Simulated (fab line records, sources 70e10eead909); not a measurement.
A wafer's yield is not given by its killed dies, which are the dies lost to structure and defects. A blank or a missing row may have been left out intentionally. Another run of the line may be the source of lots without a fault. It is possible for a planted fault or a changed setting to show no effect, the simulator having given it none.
fab line records | flow nand_harc
record: lots: 6 wafers: 18 last_day: 25
route steps=1159 shown A_CONTACT@947 END@1159
lots untouched by any fault: they come from a run of this same line in which no faults occurred
start_h: hours from the record's first day to the start of the lot's first wafer shown | wait_h: hours elapsed since this lot's preceding step | " unchanged from the row above | L1.1+2: a row that stands for several wafers | - either no value or no given start | * or withheld: withheld | < > ~ a bound
route shown NAME@n: names a module that has steps shown in the file, with the first one's number in the route | usual: mean/standard deviation of fault-free wafers | same: alike in all rows | chamber/n: place in a boat | sites: readings site by site | _std_site: their standard deviation | _edge_site: outer sites' mean less inner sites' | radius_mm: for every site, how far away it sits from the centre of the wafer | mask NAME#n: copy n | behind: the most recent tool/chamber to have shaped the wafer | hold: what put the lot on hold/how long, in hours/how the hold closed | device: which transistor (n, p or np) failed to switch | end of line: the route-end tests of the same wafers | a step with no rows: only its recipe | killed: not the wafer's yield, but the dies lost to structure and defects at the first sort | map: dies across one wafer; x = killed, . = not, _ = none there
set.NAME: setting as actually run; set.NAME@STEP: the setting as run at that earlier step | model.NAME: the simulator's own value behind a step, which no gauge read
lots at some steps of the route; a table a step, a row a wafer
services: when a tool's chamber went out of use (start_h, in hours from the record's first day, below 0 if earlier), for how many hours, and the reason
== steps ==
step: NHARC_A_CONTACT_ETCH_138
recipe: source_w: withheld pressure_mtorr: 20 bias_v: 3000 time_s: 132 target_depth_a: 12890 ar_flow_sccm: withheld c4f8_flow_sccm: withheld o2_flow_sccm: withheld chemistry: C4F8/O2/Ar
usual: oes_air_line_au: 0.996/0.022
columns lot.wafer tool chamber start_h wait_h oes_air_line_au rf_hours_counter_h
L297.2 har_cap_etch-03 1 392.54 0.1 1.034 84
L297.1 " 0 " " 0.999 84
L297.3 " 1 " " 1.052 -
L299.2 har_cap_etch-02 0 403.54 0.1 1.019 15
L299.3 " 1 " " 0.981 -
L299.5 " 1 " " 0.948 -
L302.4 har_cap_etch-03 1 417.78 0.1 1.037 -
L302.3 " 0 " " 0.999 -
L302.5 " 1 " " 1.002 -
L304.1 har_cap_etch-01 1 424.88 0.1 1.002 66
L304.2 " 0 " " 0.992 66
L304.5 " 1 " " 0.985 -
L315.1 har_cap_etch-03 1 512.70 0.1 1.006 106
L315.4 " 1 " " 1.019 -
L315.5 " 1 " " 1.026 -
L320.4 har_cap_etch-02 1 521.03 0.1 0.982 -
L320.3 " 0 " " 0.987 -
L320.5 " 0 " " 1.007 -
step: NHARC_A_CONTACT_ETCH_139
recipe: source_w: withheld pressure_mtorr: 20 bias_v: 400 time_s: 137 target_depth_a: 5900 ar_flow_sccm: withheld c4f8_flow_sccm: 11.5 o2_flow_sccm: 7.2 chemistry: C4F8/O2/Ar
usual: oes_air_line_au: 1.004/0.019
columns lot.wafer tool chamber start_h wait_h oes_air_line_au rf_hours_counter_h
L297.2 har_cap_etch-03 1 392.66 0.1 1.033 84
L297.1 " 0 " " 1.003 84
L297.3 " 1 " " 0.996 -
L299.2 har_cap_etch-02 0 403.66 0.1 1.025 15
L299.3 " 1 " " 1.015 -
L299.5 " 1 " " 0.982 -
L302.4 har_cap_etch-03 1 417.94 0.1 1.015 -
L302.3 " 0 " " 0.984 -
L302.5 " 1 " " 0.975 -
L304.1 har_cap_etch-01 1 425.00 0.1 1.058 67
L304.2 " 0 " " 1.018 67
L304.5 " 1 " " 1.025 -
L315.1 har_cap_etch-03 1 512.82 0.1 1.003 106
L315.4 " 1 " " 1.020 -
L315.5 " 1 " " 1.013 -
L320.4 har_cap_etch-02 1 521.19 0.1 0.984 -
L320.3 " 0 " " 1.053 -
L320.5 " 0 " " 1.027 -
step: NHARC_A_CONTACT_ETCH_92
recipe: target_depth_a: 400 over_etch_frac: 0.5 time_s: 85.7 ion_energy_ev: 120 ch3f_flow_sccm: 50 o2_flow_sccm: 30 ar_flow_sccm: 200 rf_w: 500 bias_w: 100 chemistry: CH3F/O2
step: NHARC_A_CONTACT_ETCH_98
recipe: target_depth_a: 200 over_etch_frac: 0.5 time_s: 10 ion_energy_ev: 250 c4f6_flow_sccm: 25 o2_flow_sccm: 20 ar_flow_sccm: 500 rf_w: 600 bias_w: 500 chemistry: C4F6/O2
usual: bias_w: 499.7/1.5 drypump_motor_current_A: 5.7/0.38 oes_product_au: 0.970/0.022 rf_vpp_V: 547.3/2.7 showerhead_plenum_p_Torr: 3.95/0.13 throttle_valve_pct: 26.904/0.0087
columns lot.wafer tool chamber start_h wait_h bias_w drypump_motor_current_A oes_product_au rf_hours_counter_h rf_vpp_V showerhead_plenum_p_Torr throttle_valve_pct
L297.1 rie_diel-11 0 - - 499.9 5.3 0.977 5 545.8 3.89 26.903
L297.3 " 2 " " 498.2 6.1 0.983 6 551.6 4.15 26.898
L297.2 " 3 " " 499.4 5.9 0.968 6 548.6 4.00 26.901
L299.3 rie_diel-03 3 - - 499.7 6.4 0.996 1 548.8 4.04 26.913
L299.2 " 0 " " 500.5 5.4 0.996 1 541.9 3.71 26.906
L299.5 " 2 " " 499.4 5.4 0.987 - 549.7 4.05 26.905
L302.3 rie_diel-03 0 418.43 0.2 498.6 5.4 0.945 3 542.1 3.71 26.896
L302.4 " 2 " " 500.0 5.4 0.944 - 548.4 4.05 26.895
L302.5 " 3 " " 498.3 6.4 0.953 - 549.0 4.04 26.904
L304.2 rie_diel-04 2 - - 500.3 5.6 0.963 54 543.0 3.80 26.886
L304.1 " 3 " " 501.1 6.2 0.975 52 546.7 3.92 26.906
L304.5 " 3 " " 502.4 6.2 0.978 - 547.1 3.92 26.893
L315.1 rie_diel-11 1 - - 498.4 5.6 0.971 47 548.2 3.96 26.913
L315.4 " 3 " " 499.8 5.9 0.957 48 549.4 3.97 26.906
L315.5 " 0 " " 499.1 5.3 0.961 - 545.2 3.87 26.892
L320.4 rie_diel-11 3 - - 501.6 5.9 0.974 52 547.2 3.97 26.891
L320.3 " 0 " " 498.9 5.3 0.977 54 545.1 3.86 26.913
L320.5 " 2 " " 500.6 6.0 0.980 - 549.6 4.12 26.904
step: NHARC_A_CONTACT_CD_MEAS_15
usual: cd_nm: 89.7/0.57
columns lot.wafer tool chamber start_h wait_h cd_nm
L297.1 cd_sem-02 - 393.41 - 88.3
L297.2 " - " " 88.9
L297.3 " - " " 88.8
L299.2 cd_sem-03 - 404.29 - 89.5
L299.3 " - " " 89.4
L299.5 " - " " 89.1
L302.3 cd_sem-02 - 418.52 - 89.6
L302.4 " - " " 88.8
L302.5 " - " " 89.7
L304.1 cd_sem-02 - 425.62 - 90.2
L304.2 " - " " 90.5
L304.5 " - " " 90.5
L315.1 cd_sem-01 - 513.45 - 89.5
L315.4 " - " " 89.5
L315.5 " - " " 89.4
L320.3 cd_sem-03 - 521.90 - 90.8
L320.4 " - " " 90.2
L320.5 " - " " 90.5
step: NHARC_A_CONTACT_STRIP_107
recipe: n2_flow_sccm: 150 h2_flow_sccm: 150 ar_flow_sccm: 0 bias_w: 0 chemistry: N2/H2
step: NHARC_A_CONTACT_STRIP_108
recipe: cf4_flow_sccm: 100 chf3_flow_sccm: 30 ar_flow_sccm: 0 bias_w: 0 chemistry: CF4/CHF3
step: NHARC_A_CONTACT_STRIP_109
recipe: o2_flow_sccm: 400 cos_flow_sccm: 20 ar_flow_sccm: 0 bias_w: 0 chemistry: O2/COS
step: NHARC_A_CONTACT_ETCH_110
recipe: target_depth_a: 500 overetch_a: 50 time_s: 27.5 ion_energy_ev: 100 cf4_flow_sccm: 80 o2_flow_sccm: 20 ar_flow_sccm: 0 rf_w: 300 bias_w: 100 chemistry: CF4/O2
step: NHARC_A_CONTACT_STRIP_26
recipe: o2_flow_sccm: 500 ar_flow_sccm: 0 bias_w: 0 chemistry: O2
usual: drypump_motor_current_A: 5.7/0.37 oes_product_au: 1.001/0.0088 rf_vpp_V: 57.8/0.84 showerhead_plenum_p_Torr: 3.58/0.12 throttle_valve_pct: 17.036/0.0097
same: bias_w: 0
columns lot.wafer tool chamber start_h wait_h drypump_motor_current_A oes_product_au rf_hours_counter_h rf_vpp_V showerhead_plenum_p_Torr throttle_valve_pct
L297.2 rie_diel-11 3 - - 5.9 0.994 6 57.4 3.60 17.024
L297.1 " 0 " " 5.3 0.991 5 57.5 3.50 17.019
L297.3 " 2 " " 6.1 1.004 6 57.9 3.74 17.056
L299.3 rie_diel-11 0 - - 5.3 1.008 8 57.6 3.50 17.041
L299.2 " 1 " " 5.5 0.997 8 58.5 3.58 17.033
L299.5 " 2 " " 6.1 1.009 - 57.5 3.74 17.028
L302.3 rie_diel-03 3 - - 6.4 1.004 3 58.9 3.64 17.033
L302.5 " 2 " " 5.4 0.993 - 58.0 3.64 17.031
L302.4 " 0 " " 5.4 1.002 - 56.8 3.33 17.037
L304.1 rie_diel-04 0 - - 5.9 1.003 53 58.0 3.58 17.030
L304.2 " 1 " " 5.0 0.993 55 58.1 3.46 17.038
L304.5 " 3 " " 6.2 1.009 - 57.2 3.53 17.056
L315.4 rie_diel-03 2 - - 5.4 0.984 20 57.6 3.63 17.050
L315.1 " 1 " " 5.5 0.996 18 58.5 3.73 17.029
L315.5 " 3 " " 6.3 0.999 - 57.2 3.63 17.038
L320.3 rie_diel-11 2 - - 6.1 1.001 50 57.2 3.71 17.025
L320.4 " 3 " " 5.9 0.989 52 58.9 3.57 17.020
L320.5 " 2 " " 6.1 1.005 - 57.1 3.71 17.034
step: NHARC_A_CONTACT_STRIP_27
recipe: time_s: 600 temp_c: 30 chemistry: post_etch_residue_remover
step: NHARC_A_CONTACT_ALD_18
recipe: target_thk_a: 30 pulse_time_s: 1 ald_cycles: 150 temp_c: 450 material: TiN
usual: heater_power_w: 1049/130 precursor_pulse_height_rel: 1.001/0.021
columns lot.wafer tool chamber start_h wait_h heater_power_w precursor_pulse_height_rel
L297.3 ald_metal-03 2 394.35 - 1109 0.988
L297.2 " 0 " " 1195 1.004
L297.1 " 1 " " 1141 1.006
L299.2 ald_metal-03 0 405.27 - 1173 1.024
L299.3 " 0 " " 1136 0.977
L299.5 " 0 " " 1165 0.967
L302.3 ald_metal-02 0 419.60 - 1056 0.998
L302.4 " 2 " " 904 1.017
L302.5 " 3 " " 863 1.009
L304.2 ald_metal-02 0 427.05 - 1038 1.017
L304.1 " 1 " " 1285 0.996
L304.5 " 3 " " 847 0.957
L315.1 ald_metal-01 1 514.62 - 1071 0.975
L315.4 " 2 " " 1058 0.998
L315.5 " 0 " " 900 0.990
L320.3 ald_metal-03 3 523.06 - 1080 0.986
L320.4 " 0 " " 1142 1.027
L320.5 " 1 " " 1152 0.983
step: NHARC_A_CONTACT_CVD_19
recipe: target_thk_a: 3000 temp_c: 300 pressure_torr: 40 wf6_flow_sccm: 40 h2_flow_sccm: 1600 ar_flow_sccm: 1560 time_s: 802 material: W
usual: heater_power_w: 502/63 throttle_valve_pct: 7.86/0.19
columns lot.wafer tool chamber start_h wait_h heater_power_w throttle_valve_pct
L297.1 cvd_w-01 1 397.56 - 530 8.36
L297.2 " 0 " " 588 7.99
L297.3 " 0 " " 592 7.98
L299.2 cvd_w-02 1 405.68 0.4 427 7.71
L299.3 " 0 " " 465 7.71
L299.5 " 0 " " 463 7.79
L302.4 cvd_w-02 1 423.43 - 432 7.50
L302.3 " 0 " " 467 7.84
L302.5 " 0 " " 474 8.06
L302.4 cvd_w-02 1 430.25 6.7 421 7.62
L302.3 " 0 " " 459 7.79
L302.5 " 0 " " 462 7.88
L304.1 cvd_w-01 1 427.60 - 521 7.99
L304.2 " 0 " " 585 7.91
L304.5 " 1 " " 528 8.05
L304.1 cvd_w-01 1 428.59 0.9 531 7.93
L304.2 " 0 " " 574 8.11
L304.5 " 1 " " 537 8.21
L315.1 cvd_w-01 1 514.92 - 558 7.67
L315.4 " 0 " " 586 8.00
L315.5 " 0 " " 607 8.11
L320.4 cvd_w-02 1 526.75 - 435 7.74
L320.3 " 0 " " 463 7.78
L320.5 " 0 " " 465 7.70
step: NHARC_A_CONTACT_CMP_20
recipe: t_overpolish_s: 30 target_thk_nm: 300
usual: motor_current_A: 12.1/1.3 overpolish_run_s: 30.000/0.0085 retaining_ring_pressure_frac: 1.000/0.0048 time_to_endpoint_s: 59.6/2.4
columns lot.wafer tool chamber start_h wait_h motor_current_A overpolish_run_s retaining_ring_pressure_frac time_to_endpoint_s
L297.1 cmp-01 0 398.45 0.8 10.5 29.993 0.998 57.1
L297.3 " 2 " " 12.0 30.011 0.998 58.1
L297.2 " 3 " " 11.1 30.011 1.000 60.8
L299.3 cmp-02 2 406.44 0.5 12.8 30.007 0.998 61.7
L299.2 " 0 " " 13.8 30.001 1.007 62.8
L299.5 " 2 " " 12.8 30.004 1.002 60.4
L304.2 cmp-01 3 429.58 0.7 10.8 29.994 1.005 114.7
L304.1 " 2 " " 11.8 29.995 1.003 118.6
L304.5 " 3 " " 11.7 30.001 1.002 113.4
L302.4 cmp-04 3 431.15 0.8 12.9 30.004 1.009 117.1
L302.3 " 0 " " 12.3 29.994 0.994 117.6
L302.5 " 0 " " 11.5 30.018 0.997 120.8
L315.1 cmp-04 3 515.68 0.6 13.3 30.000 1.001 60.5
L315.4 " 1 " " 11.0 30.002 0.998 59.1
L315.5 " 0 " " 11.3 30.005 0.999 55.3
L320.4 cmp-01 1 527.39 0.5 13.9 29.987 0.995 58.9
L320.3 " 3 " " 11.3 30.007 0.994 55.5
L320.5 " 2 " " 11.0 29.997 1.001 57.7
step: NHARC_END_SORT_01
recipe: temp_c: 25
usual: killed_at_array: 25/9.8 killed_at_other: 0.8/1.1 killed_at_periphery: 3.3/2.1 killed_dies: 29/10 killed_open: 3.3/1.8 killed_short: 1.9/1.4
same: gross_dies: 677
columns lot.wafer tool chamber start_h wait_h killed_at_array killed_at_other killed_at_periphery killed_dies killed_open killed_short
L304.1 prober-01 0 483.54 2.5 25 0 3 28 3 4
L304.2 prober-01 0 484.33 2.8 16 1 3 20 1 2
L302.3 prober-01 0 484.73 3.1 31 2 7 40 5 2
L302.4 prober-01 0 485.54 3.4 23 1 7 31 6 1
L302.5 prober-01 0 486.35 3.7 29 2 1 32 4 1
killed by level:class
L304.1 A_CHANNEL_HOLE_D1:chamber_film_flake=11 A_STAIRCASE:chamber_film_flake=4 A_WL_FILL:geometric_particle:short=2 P_STI:chamber_film_flake=2 A_CHANNEL_FILL_D1:geometric_particle:open=1 A_CONTACT:geometric_particle:open=1 A_M0:geometric_particle:open=1 A_M0:geometric_particle:short=1
L304.2 A_CHANNEL_HOLE_D1:chamber_film_flake=5 A_CONTACT:chamber_film_flake=4 A_STAIRCASE:chamber_film_flake=3 P_M0:geometric_particle:short=1 A_ONON_D1:geometric_particle:open=1 A_CONTACT:geometric_particle:short=1 P_ZERO_WELL:chamber_film_flake=1 P_STI:chamber_film_flake=1
L302.3 A_CHANNEL_HOLE_D1:chamber_film_flake=14 A_CONTACT:chamber_film_flake=4 A_CONTACT:geometric_particle:open=3 A_STAIRCASE:chamber_film_flake=3 P_ZERO_WELL:chamber_film_flake=2 A_ZERO_WELL:chamber_film_flake=2 A_CHANNEL_FILL_D1:chamber_film_flake=2 HYBRID_BOND:chamber_film_flake=2
L302.4 A_CHANNEL_HOLE_D1:chamber_film_flake=11 A_ONON_D1:geometric_particle:open=2 A_BLC:geometric_particle:open=2 P_ZERO_WELL:chamber_film_flake=2 P_M1:chamber_film_flake=2 A_STAIRCASE:chamber_film_flake=2 A_SLIT:chamber_film_flake=2 P_STI:geometric_particle:open=1
L302.5 A_CHANNEL_HOLE_D1:chamber_film_flake=11 A_STAIRCASE:chamber_film_flake=6 A_CONTACT:chamber_film_flake=5 A_WL_FILL:geometric_particle:open=2 P_CONTACT:geometric_particle:open=1 A_CHANNEL_FILL_D1:geometric_particle:open=1 A_WL_FILL:geometric_particle:short=1 A_ZERO_WELL:chamber_film_flake=1
== services ==
columns tool chamber start_h hours kind
cmp-02 - 371.34 2.2 repair
ald_metal-03 - 373.89 0.6 repair
cmp-01 - 375.50 4.0 pm
rie_diel-11 0 375.62 - clean
rie_diel-11 1 375.62 - clean
cvd_w-02 - 377.86 13.0 pm
rie_diel-03 - 392.33 9.0 pm
rie_diel-11 2 399.95 2.8 repair
cmp-04 - 400.04 4.0 pm
ald_metal-01 2 402.72 64.0 repair
ald_metal-03 1 402.96 13.7 repair
rie_diel-03 1 413.39 7.9 repair
har_cap_etch-01 - 427.59 2.5 repair
cmp-02 - 440.17 4.0 pm
cmp-01 - 440.52 10.1 repair
rie_diel-11 1 442.47 8.3 repair
ald_metal-01 - 458.01 10.0 pm
rie_diel-04 - 466.06 9.0 pm
ald_metal-01 - 469.65 0.4 repair
cmp-01 - 473.50 4.0 pm
cvd_w-01 - 481.37 13.0 pm
rie_diel-04 - 491.98 0.2 repair
cmp-04 - 498.04 4.0 pm
ald_metal-03 - 500.00 10.0 pm
== key ==
first_sign: step: NHARC_A_CONTACT_CVD_19 reading: visit direction: added
effect: step: NHARC_A_CONTACT_CMP_20 reading: time_to_endpoint_s direction: up sigmas: 24 usual: * struck: *
met_at NHARC_A_CONTACT_CVD_19
struck_wafers L302.3,L302.4,L302.5,L304.1,L304.2,L304.5
tester_left_out L302,L304
fault: kind: repeated_step_whole tool: cvd_w-01,cvd_w-02 chamber: - onset_h: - steps: NHARC_A_CONTACT_CVD_19 times: 1 scope: struck_lots_only
tester_left_out: of these lots the tester's yield and bins aren't shown, on N5 and GAA mostly nor the transistor test; their killed dies are dies lost to structure and defects alone, not to doping, threshold or leakage, so they don't give the yield
